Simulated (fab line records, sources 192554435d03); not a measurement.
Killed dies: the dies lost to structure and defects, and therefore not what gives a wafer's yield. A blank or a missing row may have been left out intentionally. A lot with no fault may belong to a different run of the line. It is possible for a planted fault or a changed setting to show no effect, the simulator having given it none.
Split-lot experiment / flow n5 finfet / 21 wafers read across 7 lots, on a route 1938 steps long

## THE SPLIT ITSELF
At N5_WELL_APT_COAT_19 (resist thk 950 nm), the setting spin rpm was moved away from the recipe's 1357 rpm on 6 of the 21 wafers read, by -11.2% to +9.3%. For the rest of the wafers, this setting stayed at what the recipe calls for.

Reading taken at the split's own step.

## THE READING
coat_of_WELL_APT_COAT_19.thk nm (the simulator's own value, which no gauge read), in nm, at N5_WELL_APT_COAT_19 (resist thk 950 nm). The file does not state a usual value for it. Here, 15 wafers ran the recipe; their average is 951.2 nm with a standard deviation of 1.4 nm.

wafer=L074.2; tool, chamber at the split=litho track-04, 0; spin rpm as run, rpm=1357; against the recipe=recipe; coat_of_WELL_APT_COAT_19.thk nm, nm=951.2; against lot-mates on the recipe=-
wafer=L074.3; tool, chamber at the split=litho track-04, 0; spin rpm as run, rpm=1357; against the recipe=recipe; coat_of_WELL_APT_COAT_19.thk nm, nm=954.8; against lot-mates on the recipe=-
wafer=L074.4; tool, chamber at the split=litho track-04, 0; spin rpm as run, rpm=1357; against the recipe=recipe; coat_of_WELL_APT_COAT_19.thk nm, nm=949.6; against lot-mates on the recipe=-
wafer=L077.3; tool, chamber at the split=litho track-03, 0; spin rpm as run, rpm=1357; against the recipe=recipe; coat_of_WELL_APT_COAT_19.thk nm, nm=951.2; against lot-mates on the recipe=-
wafer=L077.4; tool, chamber at the split=litho track-03, 0; spin rpm as run, rpm=1357; against the recipe=recipe; coat_of_WELL_APT_COAT_19.thk nm, nm=948.7; against lot-mates on the recipe=-
wafer=L077.6; tool, chamber at the split=litho track-03, 0; spin rpm as run, rpm=1357; against the recipe=recipe; coat_of_WELL_APT_COAT_19.thk nm, nm=950.5; against lot-mates on the recipe=-
wafer=L080.1; tool, chamber at the split=litho track-03, 0; spin rpm as run, rpm=1357; against the recipe=recipe; coat_of_WELL_APT_COAT_19.thk nm, nm=951.8; against lot-mates on the recipe=-
wafer=L080.3; tool, chamber at the split=litho track-03, 0; spin rpm as run, rpm=1357; against the recipe=recipe; coat_of_WELL_APT_COAT_19.thk nm, nm=951.8; against lot-mates on the recipe=-
wafer=L080.5; tool, chamber at the split=litho track-03, 0; spin rpm as run, rpm=1263; against the recipe=-6.9%; coat_of_WELL_APT_COAT_19.thk nm, nm=989.1; against lot-mates on the recipe=+37.3
wafer=L082.1; tool, chamber at the split=litho track-03, 0; spin rpm as run, rpm=1419; against the recipe=+4.6%; coat_of_WELL_APT_COAT_19.thk nm, nm=930.1; against lot-mates on the recipe=-20.6
wafer=L082.2; tool, chamber at the split=litho track-03, 0; spin rpm as run, rpm=1357; against the recipe=recipe; coat_of_WELL_APT_COAT_19.thk nm, nm=950.7; against lot-mates on the recipe=-
wafer=L082.3; tool, chamber at the split=litho track-03, 0; spin rpm as run, rpm=1357; against the recipe=recipe; coat_of_WELL_APT_COAT_19.thk nm, nm=950.8; against lot-mates on the recipe=-
wafer=L087.2; tool, chamber at the split=litho track-04, 0; spin rpm as run, rpm=1357; against the recipe=recipe; coat_of_WELL_APT_COAT_19.thk nm, nm=951.1; against lot-mates on the recipe=-
wafer=L087.5; tool, chamber at the split=litho track-04, 0; spin rpm as run, rpm=1205; against the recipe=-11.2%; coat_of_WELL_APT_COAT_19.thk nm, nm=1005; against lot-mates on the recipe=+54.9
wafer=L087.6; tool, chamber at the split=litho track-04, 0; spin rpm as run, rpm=1357; against the recipe=recipe; coat_of_WELL_APT_COAT_19.thk nm, nm=949.1; against lot-mates on the recipe=-
wafer=L095.2; tool, chamber at the split=litho track-03, 0; spin rpm as run, rpm=1483; against the recipe=+9.3%; coat_of_WELL_APT_COAT_19.thk nm, nm=912.1; against lot-mates on the recipe=-39.9
wafer=L095.4; tool, chamber at the split=litho track-03, 0; spin rpm as run, rpm=1357; against the recipe=recipe; coat_of_WELL_APT_COAT_19.thk nm, nm=952; against lot-mates on the recipe=-
wafer=L095.5; tool, chamber at the split=litho track-03, 0; spin rpm as run, rpm=1483; against the recipe=+9.3%; coat_of_WELL_APT_COAT_19.thk nm, nm=911.4; against lot-mates on the recipe=-40.6
wafer=L096.2; tool, chamber at the split=litho track-03, 0; spin rpm as run, rpm=1357; against the recipe=recipe; coat_of_WELL_APT_COAT_19.thk nm, nm=952.2; against lot-mates on the recipe=-
wafer=L096.6; tool, chamber at the split=litho track-03, 0; spin rpm as run, rpm=1357; against the recipe=recipe; coat_of_WELL_APT_COAT_19.thk nm, nm=952.2; against lot-mates on the recipe=-
wafer=L096.4; tool, chamber at the split=litho track-03, 0; spin rpm as run, rpm=1424; against the recipe=+4.9%; coat_of_WELL_APT_COAT_19.thk nm, nm=930.7; against lot-mates on the recipe=-21.5

FIT RESULTS
A straight line over all 21 wafers: coat_of_WELL_APT_COAT_19.thk nm changes by -4.61 nm for each +1% of spin rpm; r = -0.99; the points scatter about the line by 2.1 nm.
The same after taking each lot's own level away (the mean of its wafers on the recipe; 21 wafers): -4.68 nm for each +1%; r = -1.00; scatter 1.8 nm.
On that fit, the largest move of spin rpm shifts the reading by 52 nm.
From 950.10 to 952.20 nm: that is the span of the lots' own levels, equal to 1.5 times the standard deviation above.
Hence the lot-to-lot level has little effect on the slope; both slopes agree.
Check: +52 nm against its lot-mates is what the line predicts for one of the wafers moved furthest among these (-11.2%) when that wafer is left out of the fit. Against them it came out at +54.9 nm.

## FURTHER SPLITS ON THESE WAFERS
Other splits were also applied to these wafers ahead of the reading. Each is held against what the fit with the lots' levels taken away leaves over:
other split on the same wafers=N5_WELL_APT_PEB_06 peb time s; wafers away from the commonest value=6; r with coat_of_WELL_APT_COAT_19.thk nm (lot level and that fit taken away)=-0.08
other split on the same wafers=N5_WELL_APT_DEVELOP_07 develop time s; wafers away from the commonest value=6; r with coat_of_WELL_APT_COAT_19.thk nm (lot level and that fit taken away)=+0.16

## FILE'S OWN FIT
coat_of_WELL_APT_COAT_19.thk nm changes by -4.73 nm for each +1% of spin rpm, r = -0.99.
